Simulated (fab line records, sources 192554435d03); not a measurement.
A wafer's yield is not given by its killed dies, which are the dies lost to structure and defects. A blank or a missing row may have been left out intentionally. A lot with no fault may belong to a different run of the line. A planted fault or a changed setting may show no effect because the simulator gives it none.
Split-lot study -- flow n5 finfet -- on a route of 1938 steps: 7 lots, 21 wafers read

== THE SPLIT ==
At N5_GATE_CUT_ALD_22 (deposits SiNx, target thk 16 nm, pulse time 1 s, ald cycles 320), the setting ald cycles was moved away from the recipe's 320 on 5 of the 21 wafers read, by -11.3% to +6.6%. The other wafers ran this setting at the recipe's value.

The split's own step is where the reading is taken.

== THE READING ==
SiNx_of_GATE_CUT_ALD_22.thk nm (the simulator's own value, which no gauge read), in nm, at N5_GATE_CUT_ALD_22 (deposits SiNx, target thk 16 nm, pulse time 1 s, ald cycles 320). The file gives no usual value for it. Here, 16 wafers ran the recipe; their average is 16.0 nm with a standard deviation of 0.066 nm.

wafer,"tool, chamber at the split",ald cycles as run,against the recipe,"SiNx_of_GATE_CUT_ALD_22.thk nm, nm",against lot-mates on the recipe
L079.2,"ald sin-01, 2,1,3",320,recipe,16,-
L079.3,"ald sin-01, 2,1,3",320,recipe,16,-
L079.4,"ald sin-01, 2,1,3",320,recipe,16,-
L080.1,"ald sin-01, 1,2,2",320,recipe,16,-
L080.2,"ald sin-01, 1,2,2",320,recipe,16,-
L080.4,"ald sin-01, 1,2,2",320,recipe,16,-
L085.2,"ald sin-03, 2",320,recipe,15.8,-
L085.4,"ald sin-03, 3",338,+5.6%,17,+1.1
L085.6,"ald sin-03, 3",320,recipe,16,-
L093.2,"ald sin-01, 3",320,recipe,15.8,-
L093.3,"ald sin-01, 2",320,recipe,16,-
L093.4,"ald sin-01, 3",341,+6.6%,17,+1.1
L094.2,"ald sin-03, 1,1,2",320,recipe,16,-
L094.5,"ald sin-03, 1,1,2",320,recipe,16,-
L094.6,"ald sin-03, 1,1,2",320,recipe,16,-
L095.2,"ald sin-03, 0",296,-7.5%,14.8,-1.2
L095.4,"ald sin-03, 2",320,recipe,16,-
L095.5,"ald sin-03, 2",320,recipe,16,-
L097.1,"ald sin-04, 0",284,-11.3%,14,-2.0
L097.3,"ald sin-04, 2",284,-11.3%,14.2,-1.8
L097.6,"ald sin-04, 3",320,recipe,16,-
If several chambers appear in one row, that row covers several wafers at once and the file leaves open which wafer was in which chamber.

FIT RESULTS
A straight line over all 21 wafers: SiNx_of_GATE_CUT_ALD_22.thk nm changes by +0.165 nm for each +1% of ald cycles; r = +0.99; the points scatter about the line by 0.075 nm.
The same after taking each lot's own level away (the mean of its wafers on the recipe; 21 wafers): +0.17 nm for each +1%; r = +1.00; scatter 0.067 nm.
According to that fit, moving ald cycles by its largest amount changes the reading by 1.9 nm.
Across the lots, their own levels run from 15.90 to 16.00 nm, a range of 1.5 times the standard deviation given above.
The two slopes are in agreement: the lot-to-lot level therefore moves the slope only a little.
Check: -1.85 nm against its lot-mates is what the line predicts for one of the wafers moved furthest among these (-11.3%) when that wafer is left out of the fit. It came out at -2 nm against them.

== THE OTHER SPLITS THESE WAFERS WENT THROUGH ==
These wafers also went through other splits before the reading. Each is held against what the fit with the lots' levels taken away leaves over:
other split on the same wafers,wafers away from the commonest value,r with SiNx_of_GATE_CUT_ALD_22.thk nm (lot level and that fit taken away)
N5_ZERO_LAYER_PECVD_02 time s,6,+0.34
N5_ZERO_LAYER_COAT_05 spin rpm,6,-0.06
N5_ZERO_LAYER_EXPOSE_08 dose mj,5,-0.24
N5_WELL_APT_COAT_02 spin rpm,6,+0.11
N5_FIN_SAQP_EXPOSE_13 dose mj,7,+0.06
N5_FIN_SAQP_DEVELOP_15 develop time s,6,+0.37
N5_FIN_CUT_COAT_19 spin rpm,7,+0.02
N5_DUMMY_GATE_COAT_35 spin rpm,4,-0.21
N5_SD_EPI_N_ETCH_16 target depth a,9,+0.32
N5_ILD0_CMP_03 down force psi,8,+0.26
N5_HKMG_FIN_PEB_10 peb time s,6,-0.16

== THE FILE'S OWN FIT ==
SiNx_of_GATE_CUT_ALD_22.thk nm changes by +0.17 nm for each +1% of ald cycles, r = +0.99.
